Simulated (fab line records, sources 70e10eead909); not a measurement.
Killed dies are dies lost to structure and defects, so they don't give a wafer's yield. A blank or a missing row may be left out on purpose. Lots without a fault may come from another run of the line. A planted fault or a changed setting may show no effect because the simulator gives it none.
fab line records | flow nand_harc
record lots=24 wafers=72 last_day=33
route steps=1302 shown A_STAIRCASE@680
lots that met no fault: from a run of the same line without faults
start_h: hours from the record's first day to the start of the lot's first wafer shown | wait_h: hours since the lot's step before | " the same as in the row above | L1.1+2: a row that stands for several wafers | - no value, or no start given | * or withheld: withheld | < > ~ a bound
route shown NAME@n: a module of which the file shows steps, and the number in the route of the first | usual: mean/standard deviation of fault-free wafers | same: alike in all rows | chamber/n: place in a boat | sites: the reading at each site | _std_site: their standard deviation | _edge_site: outer sites' mean less inner sites' | radius_mm: how far each site lies from the wafer's centre | mask NAME#n: copy n | behind: the tool/chamber that last shaped the wafer | hold: why the lot was held/for how many hours/how that ended | device: the transistor (n, p or np) that didn't switch | end of line: the same wafers' tests at the end of the route | a step without rows: its recipe alone | killed: dies lost to structure and defects at the first sort, not the wafer's yield | map: a wafer's dies, x killed, . not, _ none there
set.NAME: the setting as run; set.NAME@STEP: as run at that earlier step | model.NAME: the simulator's own value behind a step, which no gauge read
steps of the route over a sample of lots; a table a step, a row a wafer
services: from which hour (start_h, from the record's first day; less than 0 if before it) a tool's chamber was out of use, for how many hours, and why
## steps
# step NHARC_A_STAIRCASE_ETCH_23
# recipe target_depth_a=1000 time_s=40.5 ion_energy_ev=400 c4f8_flow_sccm=20 o2_flow_sccm=10 ar_flow_sccm=withheld rf_w=600 bias_w=1000 chemistry=C4F8/O2
# usual bias_w=1000/3.2 oes_product_au=0.945/0.012 rf_vpp_V=896/6.7
# columns lot.wafer tool chamber start_h wait_h bias_w oes_product_au rf_hours_counter_h rf_vpp_V
L074.2 rie_diel-03 2 - - 1001 0.944 23 887
L074.1 " 0 " " 1003 0.942 27 902
L074.5 " 0 " " 1000 0.926 - 902
L075.3 rie_diel-03 2 - - 998 0.945 26 887
L075.1 " 3 " " 999 0.917 25 896
L075.6 " 1 " " 1007 0.933 - 888
L076.4 rie_diel-10 3 - - 1003 0.952 41 886
L076.2 " 0 " " 1003 0.960 36 893
L076.5 " 3 " " 1000 0.957 - 889
L077.1 rie_diel-10 3 - - 1000 0.944 43 886
L077.3 " 1 " " 996 0.930 39 889
L077.5 " 0 " " 999 0.952 - 895
L078.2 rie_diel-08 3 - - 1004 0.946 2 887
L078.1 " 2 " " 1008 0.960 2 900
L078.5 " 3 " " 998 0.957 - 890
L079.2 rie_diel-03 3 - - 1002 0.923 41 895
L079.1 " 1 " " 1002 0.952 42 889
L079.5 " 3 " " 999 0.935 - 895
L080.1 rie_diel-03 0 - - 1001 0.934 48 901
L080.3 " 2 " " 993 0.941 43 886
L080.5 " 0 " " 1000 0.929 - 902
L081.3 rie_diel-08 3 - - 1002 0.951 16 888
L081.4 " 0 " " 998 0.922 20 902
L081.6 " 3 " " 1001 0.948 - 888
L082.4 rie_diel-08 1 - - 1004 0.935 25 900
L082.2 " 2 " " 1003 0.952 21 902
L082.6 " 1 " " 998 0.931 - 901
L083.1 rie_diel-10 3 - - 998 0.942 14 905
L083.3 " 0 " " 993 0.957 12 892
L083.2 " 2 " " 1003 0.938 11 896
L085.1 rie_diel-08 1 - - 999 0.938 30 901
L085.2 " 3 " " 1002 0.975 28 889
L085.6 " 1 " " 1006 0.922 - 900
L086.2 rie_diel-10 3 - - 999 0.950 17 905
L086.1 " 0 " " 1010 0.943 15 892
L086.5 " 1 " " 1002 0.948 - 886
L084.3 rie_diel-10 3 - - 997 0.944 20 904
L084.2 " 0 " " 1003 0.946 18 892
L084.6 " 0 " " 1003 0.954 - 892
L087.1 rie_diel-03 0 - - 1001 0.949 9 901
L087.6 " 2 " " 1002 0.953 - 906
L087.4 " 3 " " 1000 0.948 - 895
L088.3 rie_diel-08 3 - - 998 0.948 42 887
L088.2 " 2 " " 1001 0.980 41 901
L088.5 " 0 " " 1000 0.942 - 901
L091.1 rie_diel-03 2 - - 997 0.937 15 905
L091.5 " 1 " " 995 0.935 - 887
L091.6 " 2 " " 1001 0.939 - 906
L089.3 rie_diel-10 1 - - 996 0.955 29 887
L089.2 " 2 " " 1000 0.934 32 895
L089.5 " 1 " " 999 0.947 - 888
L092.1 rie_diel-10 1 - - 994 0.960 30 886
L092.6 " 2 " " 1005 0.953 - 896
L092.5 " 3 " " 1001 0.951 - 906
L090.3 rie_diel-08 1 - - 996 0.933 47 899
L090.2 " 0 " " 1000 0.934 48 900
L090.5 " 1 " " 998 0.917 - 898
L093.3 rie_diel-03 0 - - 998 0.939 29 903
L093.1 " 1 " " 997 0.937 18 888
L093.2 " 2 " " 999 0.935 27 906
L094.2 rie_diel-03 2 - - 1000 0.932 32 905
L094.5 " 1 " " 999 0.930 - 889
L094.4 " 0 " " 995 0.931 - 901
L095.3 rie_diel-03 0 - - 1001 0.953 38 899
L095.4 " 1 " " 1002 0.944 27 888
L095.6 " 2 " " 994 0.935 - 906
L096.3 rie_diel-10 2 - - 1002 0.941 54 895
L096.1 " 1 " " 1002 0.948 48 888
L096.6 " 2 " " 1001 0.946 - 894
L097.1 rie_diel-03 2 - - 1004 0.952 39 907
L097.2 " 3 " " 1002 0.955 42 895
L097.6 " 1 " " 997 0.942 - 888
# step NHARC_A_STAIRCASE_TRIM_189
# recipe time_s=211.2 o2_flow_sccm=500 ar_flow_sccm=0 bias_w=0 chemistry=O2
# usual drypump_motor_current_A=5.8/0.35 oes_product_au=0.999/0.011 rf_vpp_V=57.8/0.95 showerhead_plenum_p_Torr=3.52/0.18 throttle_valve_pct=17.036/0.0081
# same bias_w=0
# columns lot.wafer tool chamber start_h wait_h drypump_motor_current_A oes_product_au rf_hours_counter_h rf_vpp_V showerhead_plenum_p_Torr throttle_valve_pct
L074.2 rie_diel-10 0 - - 5.3 0.993 33 58.6 3.46 17.029
L074.1 " 1 " " 6.0 0.996 32 56.9 3.33 17.049
L074.5 " 1 " " 6.0 1.006 - 56.9 3.33 17.038
L075.1 rie_diel-10 1 - - 6.0 1.015 36 57.7 3.33 17.035
L075.3 " 3 " " 5.5 1.018 41 56.4 3.27 17.037
L075.6 " 2 " " 5.1 1.021 - 57.7 3.54 17.038
L076.4 rie_diel-03 2 - - 5.7 0.986 28 58.6 3.28 17.045
L076.2 " 3 " " 5.6 0.984 27 58.1 3.53 17.039
L076.5 " 2 " " 5.7 0.993 - 57.3 3.28 17.040
L077.3 rie_diel-08 2 - - 5.8 1.008 0 56.9 3.66 17.049
L077.1 " 3 " " 6.3 0.988 0 56.1 3.31 17.042
L077.5 " 2 " " 5.8 1.000 - 57.3 3.66 17.027
L078.2 rie_diel-08 2 - - 5.8 1.014 5 57.5 3.66 17.042
L078.1 " 3 " " 6.3 1.001 5 57.2 3.31 17.027
L078.5 " 3 " " 6.3 1.006 - 58.1 3.31 17.042
L079.1 rie_diel-03 3 - - 5.6 0.975 42 57.3 3.53 17.034
L079.2 " 1 " " 6.3 0.986 43 55.5 3.31 17.029
L079.5 " 3 " " 5.6 0.980 - 58.4 3.53 17.040
L080.3 rie_diel-08 3 - - 6.3 1.005 11 59.2 3.31 17.035
L080.1 " 0 " " 5.9 0.994 15 57.8 3.67 17.039
L080.5 " 1 " " 5.9 0.992 - 58.2 3.64 17.050
L081.4 rie_diel-03 1 - - 6.3 0.984 49 56.7 3.31 17.031
L081.3 " 0 " " 5.5 0.997 55 59.0 3.71 17.040
L081.6 " 2 " " 5.7 0.988 - 58.6 3.27 17.027
L082.2 rie_diel-08 2 - - 5.7 1.004 22 57.5 3.65 17.036
L082.4 " 0 " " 5.9 1.010 27 57.8 3.66 17.033
L082.6 " 1 " " 5.9 0.997 - 58.3 3.63 17.055
L083.3 rie_diel-10 0 - - 5.2 1.000 14 58.8 3.44 17.042
L083.1 " 1 " " 6.0 0.992 10 58.7 3.32 17.036
L083.2 " 2 " " 5.1 0.995 12 58.3 3.52 17.048
L085.2 rie_diel-10 2 - - 5.1 0.993 15 57.7 3.52 17.041
L085.1 " 3 " " 5.5 0.988 18 58.7 3.80 17.020
L085.6 " 2 " " 5.1 0.991 - 57.0 3.52 17.046
L086.1 rie_diel-08 3 - - 6.3 1.007 30 56.7 3.30 17.040
L086.2 " 1 " " 5.9 1.002 34 57.6 3.63 17.042
L086.5 " 0 " " 5.9 0.999 - 58.8 3.66 17.034
L084.2 rie_diel-10 2 - - 5.1 0.991 17 58.1 3.52 17.027
L084.3 " 3 " " 5.5 0.987 21 57.0 3.80 17.049
L084.6 " 0 " " 5.2 0.995 - 59.3 3.43 17.040
L087.4 rie_diel-10 1 - - 6.0 0.985 22 57.7 3.31 17.034
L087.1 " 2 " " 5.1 0.992 26 57.9 3.52 17.035
L087.6 " 0 " " 5.2 1.000 - 56.8 3.43 17.036
L088.2 rie_diel-10 3 - - 5.5 1.001 32 59.6 3.79 17.041
L088.3 " 2 " " 5.1 0.995 29 56.7 3.51 17.047
L088.5 " 0 " " 5.3 1.002 - 55.5 3.43 17.040
L091.1 rie_diel-03 3 - - 5.6 1.000 18 58.6 3.51 17.029
L091.6 " 3 " " 5.6 1.002 - 58.9 3.51 17.017
L091.5 " 0 " " 5.5 1.003 - 59.3 3.70 17.019
L089.3 rie_diel-03 1 - - 6.3 0.978 9 56.0 3.30 17.040
L089.2 " 3 " " 5.6 0.986 19 57.1 3.51 17.034
L089.5 " 1 " " 6.3 0.980 - 57.7 3.30 17.027
L092.1 rie_diel-08 3 - - 6.3 1.010 47 58.0 3.29 17.035
L092.6 " 0 " " 5.9 0.999 - 57.5 3.65 17.037
L092.5 " 1 " " 5.9 0.987 - 59.3 3.62 17.028
L090.3 rie_diel-08 1 - - 5.9 0.996 48 56.4 3.62 17.027
L090.2 " 2 " " 5.7 1.032 46 58.7 3.63 17.033
L090.5 " 3 " " 6.3 1.006 - 56.6 3.29 17.036
L093.1 rie_diel-03 0 - - 5.5 1.002 31 57.5 3.69 17.039
L093.3 " 2 " " 5.7 0.995 28 58.5 3.79 17.026
L093.2 " 3 " " 5.6 1.002 34 57.5 3.50 17.041
L094.2 rie_diel-08 1 - - 5.9 1.003 0 56.4 3.61 17.036
L094.4 " 3 " " 6.3 1.006 0 59.4 3.81 17.047
L094.5 " 2 " " 5.8 1.018 - 58.3 3.63 17.038
L095.3 rie_diel-03 1 - - 6.4 0.992 28 57.8 3.29 17.033
L095.4 " 2 " " 5.7 1.009 36 59.7 3.79 17.044
L095.6 " 1 " " 6.3 0.996 - 57.1 3.29 17.030
L096.3 rie_diel-03 2 - - 5.7 0.996 37 58.1 3.79 17.034
L096.1 " 3 " " 5.6 0.995 40 57.4 3.50 17.029
L096.6 " 2 " " 5.7 0.992 - 58.5 3.79 17.045
L097.1 rie_diel-03 3 - - 5.6 0.999 43 57.9 3.50 17.021
L097.2 " 1 " " 6.3 0.992 30 55.9 3.29 17.044
L097.6 " 2 " " 5.7 1.006 - 59.4 3.78 17.035
# step NHARC_A_STAIRCASE_ETCH_190
# recipe target_depth_a=1000 time_s=40.5 ion_energy_ev=400 c4f8_flow_sccm=20 o2_flow_sccm=10 ar_flow_sccm=withheld rf_w=600 bias_w=1000 chemistry=C4F8/O2
# usual bias_w=999.8/2.9 oes_product_au=0.943/0.014 rf_vpp_V=896/6.6
# columns lot.wafer tool chamber start_h wait_h bias_w oes_product_au rf_hours_counter_h rf_vpp_V
L074.2 rie_diel-10 3 - - 998.0 0.954 37 886
L074.1 " 0 " " 1000.3 0.941 33 893
L074.5 " 2 " " 997.1 0.946 - 897
L075.1 rie_diel-10 0 - - 1000.8 0.972 37 894
L075.3 " 1 " " 997.5 0.957 36 888
L075.6 " 1 " " 998.8 0.957 - 888
L076.4 rie_diel-03 0 - - 1000.4 0.915 33 903
L076.2 " 1 " " 995.2 0.934 33 887
L076.5 " 1 " " 997.7 0.919 - 887
L077.3 rie_diel-08 1 - - 1002.1 0.943 0 902
L077.1 " 2 " " 1004.1 0.960 0 900
L077.5 " 2 " " 995.7 0.960 - 900
L078.1 rie_diel-08 3 - - 996.3 0.960 5 888
L078.2 " 0 " " 999.7 0.942 7 902
L078.5 " 0 " " 999.2 0.953 - 901
L079.1 rie_diel-03 1 - - 998.0 0.943 43 888
L079.2 " 3 " " 1004.0 0.923 42 896
L079.5 " 3 " " 1001.1 0.938 - 897
L080.3 rie_diel-08 3 - - 995.0 0.950 12 888
L080.1 " 0 " " 997.2 0.939 15 901
L080.5 " 3 " " 1000.5 0.949 - 889
L081.4 rie_diel-03 0 - - 998.6 0.927 55 903
L081.3 " 1 " " 1003.0 0.911 49 887
L081.6 " 0 " " 999.5 0.939 - 904
L082.2 rie_diel-08 0 - - 999.8 0.936 27 900
L082.4 " 1 " " 998.3 0.938 26 899
L082.6 " 0 " " 999.8 0.932 - 901
L083.3 rie_diel-10 0 - - 999.9 0.936 14 892
L083.1 " 1 " " 998.9 0.926 10 889
L083.2 " 2 " " 1004.6 0.939 12 894
L085.2 rie_diel-10 0 - - 999.5 0.953 16 892
L085.1 " 3 " " 1000.2 0.943 18 906
L085.6 " 0 " " 998.0 0.963 - 894
L086.2 rie_diel-08 3 - - 996.2 0.957 30 887
L086.1 " 0 " " 1001.4 0.941 34 901
L086.5 " 3 " " 995.0 0.941 - 889
L084.3 rie_diel-10 0 - - 998.1 0.950 19 892
L084.2 " 3 " " 1000.2 0.948 21 905
L084.6 " 1 " " 1000.1 0.938 - 888
L087.1 rie_diel-10 1 - - 996.9 0.946 22 889
L087.4 " 3 " " 1004.6 0.940 29 905
L087.6 " 0 " " 1001.5 0.939 - 892
L088.2 rie_diel-10 3 - - 996.1 0.941 32 904
L088.3 " 1 " " 1001.0 0.945 26 888
L088.5 " 3 " " 995.5 0.927 - 906
L091.1 rie_diel-03 1 - - 997.3 0.940 8 887
L091.6 " 3 " " 1000.2 0.920 - 894
L091.5 " 0 " " 1001.9 0.931 - 902
L089.3 rie_diel-03 3 - - 1002.3 0.938 19 895
L089.2 " 2 " " 995.8 0.942 17 904
L089.5 " 0 " " 996.7 0.928 - 902
L092.1 rie_diel-08 1 - - 1008.2 0.942 48 899
L092.6 " 2 " " 1001.0 0.973 - 900
L092.5 " 3 " " 997.9 0.952 - 886
L090.2 rie_diel-08 0 - - 1000.6 0.935 48 900
L090.3 " 2 " " 996.7 0.981 46 900
L090.5 " 3 " " 999.2 0.948 - 887
L093.2 rie_diel-03 3 - - 998.3 0.948 34 894
L093.1 " 0 " " 999.2 0.941 31 902
L093.3 " 1 " " 999.8 0.937 19 887
L094.2 rie_diel-08 1 - - 1003.3 0.932 0 898
L094.4 " 2 " " 1001.5 0.954 0 898
L094.5 " 1 " " 1002.5 0.944 - 899
L095.4 rie_diel-03 1 - - 1003.4 0.940 28 886
L095.3 " 0 " " 1002.6 0.962 39 900
L095.6 " 2 " " 999.5 0.931 - 905
L096.3 rie_diel-03 1 - - 999.3 0.938 28 887
L096.1 " 2 " " 992.9 0.929 37 906
L096.6 " 1 " " 999.5 0.925 - 887
L097.1 rie_diel-03 1 - - 999.5 0.935 30 887
L097.2 " 3 " " 1005.6 0.947 43 894
L097.6 " 0 " " 1002.9 0.952 - 902
# step NHARC_A_STAIRCASE_ETCH_227
# recipe target_depth_a=1000 time_s=40.5 ion_energy_ev=400 c4f8_flow_sccm=20 o2_flow_sccm=10 ar_flow_sccm=withheld rf_w=600 bias_w=1000 chemistry=C4F8/O2
# usual bias_w=1000/3 oes_product_au=0.943/0.011 rf_vpp_V=896/6.2
# columns lot.wafer tool chamber start_h wait_h bias_w oes_product_au rf_hours_counter_h rf_vpp_V
L074.2 rie_diel-08 3 - - 999 0.941 51 887
L074.1 " 0 " " 997 0.937 48 902
L074.5 " 1 " " 999 0.957 - 900
L076.2 rie_diel-10 2 - - 995 0.925 43 898
L076.4 " 3 " " 1000 0.958 44 887
L076.5 " 1 " " 999 0.945 - 889
L075.3 rie_diel-03 0 - - 998 0.939 36 902
L075.1 " 1 " " 1003 0.930 36 889
L075.6 " 0 " " 996 0.930 - 906
L077.1 rie_diel-08 1 - - 1002 0.948 1 901
L077.3 " 2 " " 1000 0.956 1 900
L077.5 " 1 " " 1000 0.938 - 899
L078.1 rie_diel-08 1 - - 1002 0.952 10 900
L078.2 " 0 " " 999 0.935 10 902
L078.5 " 2 " " 1005 0.958 - 899
L079.1 rie_diel-08 0 - - 1005 0.941 16 901
L079.2 " 1 " " 999 0.940 16 901
L079.5 " 0 " " 1004 0.943 - 902
L080.1 rie_diel-10 2 - - 1002 0.949 59 896
L080.3 " 3 " " 996 0.935 62 884
L080.5 " 2 " " 1000 0.933 - 897
L081.4 rie_diel-08 3 - - 1001 0.952 21 888
L081.3 " 1 " " 1003 0.942 23 899
L081.6 " 0 " " 1003 0.934 - 901
L082.2 rie_diel-03 0 - - 1000 0.955 60 902
L082.4 " 1 " " 998 0.946 55 887
L082.6 " 0 " " 1001 0.942 - 903
L083.2 rie_diel-03 1 - - 1000 0.920 1 887
L083.1 " 3 " " 1008 0.931 1 894
L083.3 " 0 " " 1000 0.940 1 901
L085.1 rie_diel-03 3 - - 997 0.950 3 894
L085.2 " 0 " " 1000 0.939 3 903
L085.6 " 3 " " 997 0.941 - 895
L086.2 rie_diel-08 1 - - 995 0.951 35 901
L086.1 " 0 " " 998 0.950 35 900
L086.5 " 1 " " 1000 0.936 - 899
L084.2 rie_diel-08 1 - - 997 0.938 37 900
L084.3 " 3 " " 1005 0.948 33 887
L084.6 " 2 " " 997 0.957 - 899
L087.1 rie_diel-08 2 - - 1001 0.976 35 900
L087.4 " 0 " " 995 0.940 40 899
L087.6 " 3 " " 998 0.962 - 887
L088.2 rie_diel-10 3 - - 1000 0.936 34 904
L088.3 " 1 " " 997 0.950 28 888
L088.5 " 3 " " 998 0.944 - 905
L091.1 rie_diel-08 0 - - 1001 0.947 46 901
L091.6 " 3 " " 992 0.945 - 888
L091.5 " 0 " " 1002 0.951 - 901
L089.2 rie_diel-10 1 - - 1002 0.932 32 888
L089.3 " 3 " " 999 0.925 39 905
L089.5 " 0 " " 1000 0.934 - 892
L092.1 rie_diel-10 1 - - 999 0.939 33 888
L092.6 " 0 " " 1000 0.948 - 891
L092.5 " 1 " " 1003 0.945 - 886
L090.3 rie_diel-08 3 - - 995 0.952 49 888
L090.2 " 0 " " 994 0.939 50 902
L090.5 " 2 " " 1001 0.971 - 901
L093.2 rie_diel-03 3 - - 996 0.930 35 896
L093.1 " 1 " " 1001 0.938 21 888
L093.3 " 2 " " 998 0.931 31 905
L094.2 rie_diel-10 2 - - 1005 0.940 51 896
L094.4 " 0 " " 1002 0.953 50 892
L094.5 " 2 " " 1006 0.945 - 894
L095.4 rie_diel-10 1 - - 1000 0.946 52 887
L095.3 " 2 " " 1000 0.942 57 893
L095.6 " 3 " " 1001 0.928 - 903
L096.3 rie_diel-10 3 - - 999 0.925 62 905
L096.1 " 0 " " 1000 0.955 57 892
L096.6 " 3 " " 1001 0.935 - 907
L097.1 rie_diel-08 0 - - 997 0.948 7 901
L097.2 " 3 " " 999 0.967 7 906
L097.6 " 1 " " 1005 0.937 - 898
# step NHARC_A_STAIRCASE_TRIM_233
# recipe time_s=211.2 o2_flow_sccm=500 ar_flow_sccm=0 bias_w=0 chemistry=O2
# usual drypump_motor_current_A=5.8/0.36 oes_product_au=1.001/0.011 rf_vpp_V=57.8/0.93 showerhead_plenum_p_Torr=3.52/0.17 throttle_valve_pct=17.036/0.0081
# same bias_w=0
# columns lot.wafer tool chamber start_h wait_h drypump_motor_current_A oes_product_au rf_hours_counter_h rf_vpp_V showerhead_plenum_p_Torr throttle_valve_pct
L074.1 rie_diel-10 1 - - 6.0 1.010 33 57.9 3.33 17.026
L074.2 " 2 " " 5.1 0.997 37 58.0 3.54 17.039
L074.5 " 1 " " 6.0 1.008 - 57.1 3.33 17.041
L076.2 rie_diel-10 1 - - 6.0 0.991 40 58.9 3.33 17.037
L076.4 " 0 " " 5.2 0.987 40 56.9 3.45 17.045
L076.5 " 1 " " 6.0 0.995 - 57.7 3.33 17.037
L075.1 rie_diel-10 0 - - 5.2 0.993 40 58.0 3.45 17.019
L075.3 " 1 " " 6.1 1.007 40 58.9 3.33 17.040
L075.6 " 0 " " 5.2 1.003 - 58.4 3.45 17.042
L077.3 rie_diel-08 2 - - 5.8 1.005 1 58.4 3.66 17.042
L077.1 " 3 " " 6.3 1.001 2 57.9 3.31 17.038
L077.5 " 1 " " 5.9 0.996 - 59.0 3.64 17.039
L078.2 rie_diel-08 2 - - 5.8 1.022 8 58.6 3.65 17.028
L078.1 " 3 " " 6.3 1.008 8 56.7 3.31 17.033
L078.5 " 2 " " 5.8 1.011 - 59.7 3.65 17.039
L080.3 rie_diel-10 3 - - 5.5 0.998 62 57.4 3.26 17.032
L080.1 " 1 " " 6.1 1.006 55 57.4 3.32 17.046
L080.5 " 3 " " 5.5 1.003 - 58.5 3.26 17.054
L079.1 rie_diel-08 3 - - 6.3 1.008 13 56.7 3.30 17.030
L079.2 " 0 " " 5.9 0.992 17 58.9 3.67 17.045
L079.5 " 3 " " 6.3 1.009 - 55.5 3.31 17.036
L081.4 rie_diel-03 3 - - 5.6 0.975 51 58.3 3.52 17.026
L081.3 " 0 " " 5.5 0.991 56 57.6 3.71 17.027
L081.6 " 3 " " 5.6 0.974 - 58.6 3.52 17.033
L082.4 rie_diel-08 3 - - 6.3 1.011 25 56.8 3.30 17.026
L082.2 " 0 " " 5.9 0.988 28 57.4 3.66 17.033
L082.6 " 2 " " 5.8 1.008 - 59.1 3.65 17.036
L083.1 rie_diel-10 0 - - 5.2 0.993 17 57.0 3.43 17.011
L083.3 " 1 " " 6.0 0.989 14 55.1 3.31 17.048
L083.2 " 2 " " 5.1 1.000 15 56.7 3.52 17.040
L085.2 rie_diel-03 0 - - 5.6 1.016 3 57.8 3.70 17.030
L085.1 " 2 " " 5.7 1.014 1 58.8 3.81 17.034
L085.6 " 3 " " 5.6 1.002 - 58.3 3.52 17.047
L086.1 rie_diel-08 3 - - 6.3 1.004 32 56.3 3.29 17.034
L086.2 " 1 " " 5.9 0.995 35 58.5 3.63 17.044
L086.5 " 2 " " 5.8 1.022 - 59.1 3.64 17.026
L084.2 rie_diel-08 3 - - 6.3 1.003 33 57.1 3.29 17.027
L084.3 " 1 " " 5.9 0.980 37 59.1 3.62 17.050
L084.6 " 3 " " 6.3 0.998 - 57.5 3.29 17.045
L087.4 rie_diel-03 3 - - 5.6 1.002 12 57.3 3.51 17.038
L087.1 " 1 " " 6.3 1.002 2 57.6 3.31 17.040
L087.6 " 2 " " 5.6 1.007 - 58.5 3.80 17.042
L088.3 rie_diel-08 2 - - 5.8 1.012 42 56.0 3.64 17.037
L088.2 " 1 " " 5.9 0.978 45 59.4 3.62 17.030
L088.5 " 3 " " 6.3 0.998 - 56.7 3.29 17.025
L091.1 rie_diel-08 1 - - 5.9 0.988 46 59.1 3.62 17.049
L091.5 " 2 " " 5.8 1.027 - 57.4 3.63 17.027
L091.6 " 3 " " 6.3 1.006 - 57.2 3.29 17.039
L089.2 rie_diel-08 2 - - 5.8 1.029 46 58.0 3.63 17.042
L089.3 " 3 " " 6.3 1.002 48 57.3 3.29 17.040
L089.5 " 2 " " 5.8 1.030 - 58.8 3.63 17.034
L092.1 rie_diel-10 1 - - 6.0 0.987 33 56.1 3.30 17.035
L092.5 " 2 " " 5.1 0.998 - 56.6 3.51 17.036
L092.6 " 3 " " 5.5 0.999 - 58.8 3.78 17.043
L090.2 rie_diel-03 0 - - 5.6 0.991 26 58.2 3.69 17.029
L090.3 " 1 " " 6.3 0.994 14 57.9 3.30 17.027
L090.5 " 0 " " 5.6 1.005 - 58.5 3.69 17.034
L093.1 rie_diel-03 2 - - 5.7 0.991 31 58.9 3.79 17.044
L093.3 " 3 " " 5.6 1.006 36 57.4 3.50 17.048
L093.2 " 0 " " 5.6 1.002 33 58.2 3.69 17.028
L094.4 rie_diel-03 2 - - 5.7 0.985 34 59.9 3.79 17.033
L094.2 " 3 " " 5.6 0.993 37 56.2 3.50 17.042
L094.5 " 1 " " 6.3 0.990 - 58.9 3.29 17.040
L095.3 rie_diel-03 3 - - 5.6 1.004 42 57.5 3.50 17.031
L095.4 " 0 " " 5.5 1.011 40 58.8 3.68 17.038
L095.6 " 2 " " 5.7 1.005 - 58.7 3.79 17.026
L096.3 rie_diel-10 1 - - 6.0 1.010 53 57.4 3.29 17.040
L096.1 " 0 " " 5.2 1.019 57 56.8 3.41 17.049
L096.6 " 1 " " 6.0 1.007 - 56.9 3.29 17.031
L097.1 rie_diel-03 1 - - 6.3 1.001 32 57.3 3.29 17.040
L097.2 " 0 " " 5.6 1.007 43 57.0 3.68 17.032
L097.6 " 0 " " 5.6 1.019 - 59.1 3.68 17.038
# step NHARC_A_STAIRCASE_DEP_259
# recipe target_thk_a=300 target_thk_nm=30 temp_c=400 pressure_torr=3.5 flow_sccm=200 rf_w=350 material=SiON
# usual heater_power_w=798/110
# columns lot.wafer tool chamber start_h wait_h heater_power_w
L074.1 pecvd-01 2 370.76 1.6 732
L074.2 " 0 " " 933
L074.5 " 2 " " 727
L076.2 pecvd-03 1 389.99 1.3 859
L076.5 " 0 " " 752
L076.4 " 1 " " 847
L075.3 pecvd-01 0 391.14 0.9 902
L075.1 " 1 " " 889
L075.6 " 1 " " 879
L077.1 pecvd-03 2 395.61 1.6 693
L077.3 " 2 " " 721
L077.5 " 2 " " 698
L078.2 pecvd-03 0 411.09 1.3 752
L078.1 " 1 " " 871
L078.5 " 1 " " 873
L080.1 pecvd-01 1 424.81 1.6 779
L080.3 " 0 " " 884
L080.5 " 2 " " 680
L079.2 pecvd-02 1 425.00 1.3 901
L079.1 " 2 " " 587
L079.5 " 2 " " 620
L081.3 pecvd-01 2 443.13 0.9 743
L081.6 " 2 " " 751
L081.4 " 0 " " 799
L082.2 pecvd-01 0 460.74 1.3 844
L082.4 " 1 " " 834
L082.6 " 2 " " 628
L083.3 pecvd-03 2 475.65 0.9 714
L083.2 " 0 " " 847
L083.1 " 1 " " 766
L085.1 pecvd-03 0 479.76 1.5 793
L085.2 " 2 " " 591
L085.6 " 0 " " 792
L086.2 pecvd-01 1 480.73 1.3 955
L086.1 " 2 " " 716
L086.5 " 2 " " 724
L084.3 pecvd-03 1 485.55 1.0 815
L084.2 " 2 " " 684
L084.6 " 0 " " 860
L087.1 pecvd-02 2 501.32 1.6 692
L087.6 " 2 " " 669
L087.4 " 0 " " 885
L088.2 pecvd-03 1 521.14 1.3 881
L088.3 " 2 " " 651
L088.5 " 2 " " 642
L091.1 pecvd-03 2 526.70 1.6 661
L091.6 " 0 " " 831
L091.5 " 1 " " 850
L089.3 pecvd-01 1 536.66 0.9 990
L089.2 " 0 " " 756
L089.5 " 1 " " 1008
L092.1 pecvd-01 1 538.20 1.6 958
L092.5 " 0 " " 872
L092.6 " 1 " " 997
L090.3 pecvd-01 2 538.62 1.0 662
L090.2 " 0 " " 869
L090.5 " 1 " " 921
L093.3 pecvd-02 1 560.11 1.0 1045
L093.1 " 2 " " 631
L093.2 " 0 " " 786
L094.2 pecvd-03 0 571.48 1.3 844
L094.5 " 2 " " 679
L094.4 " 0 " " 839
L095.3 pecvd-01 0 585.86 1.0 816
L095.4 " 0 " " 828
L095.6 " 1 " " 987
L096.3 pecvd-02 2 586.23 1.0 676
L096.1 " 0 " " 854
L096.6 " 2 " " 689
L097.2 pecvd-01 2 596.43 1.3 629
L097.1 " 0 " " 866
L097.6 " 2 " " 621
## services
# columns tool chamber start_h hours kind
rie_diel-08 1 345.55 2.6 repair
rie_diel-03 3 353.14 5.0 repair
rie_diel-08 0 353.49 - clean
rie_diel-08 1 353.49 - clean
rie_diel-08 2 353.49 - clean
rie_diel-08 3 353.49 - clean
pecvd-03 - 366.61 13.0 pm
rie_diel-08 - 371.69 9.0 pm
rie_diel-08 0 371.69 9.0 vent_cycle
rie_diel-08 1 371.69 9.0 vent_cycle
rie_diel-08 2 371.69 9.0 vent_cycle
rie_diel-03 1 381.98 11.9 repair
rie_diel-08 2 382.30 3.3 repair
pecvd-03 0 394.48 8.3 repair
pecvd-02 - 408.24 13.0 pm
rie_diel-10 - 427.72 0.3 repair
rie_diel-03 - 442.14 0.5 repair
rie_diel-03 - 458.33 9.0 pm
pecvd-01 - 488.48 5.4 repair
pecvd-03 - 547.61 13.0 pm
rie_diel-08 - 549.09 9.0 pm
rie_diel-03 3 555.71 3.1 repair
rie_diel-03 2 586.42 7.1 repair
pecvd-02 - 589.24 13.0 pm
## key
fault none
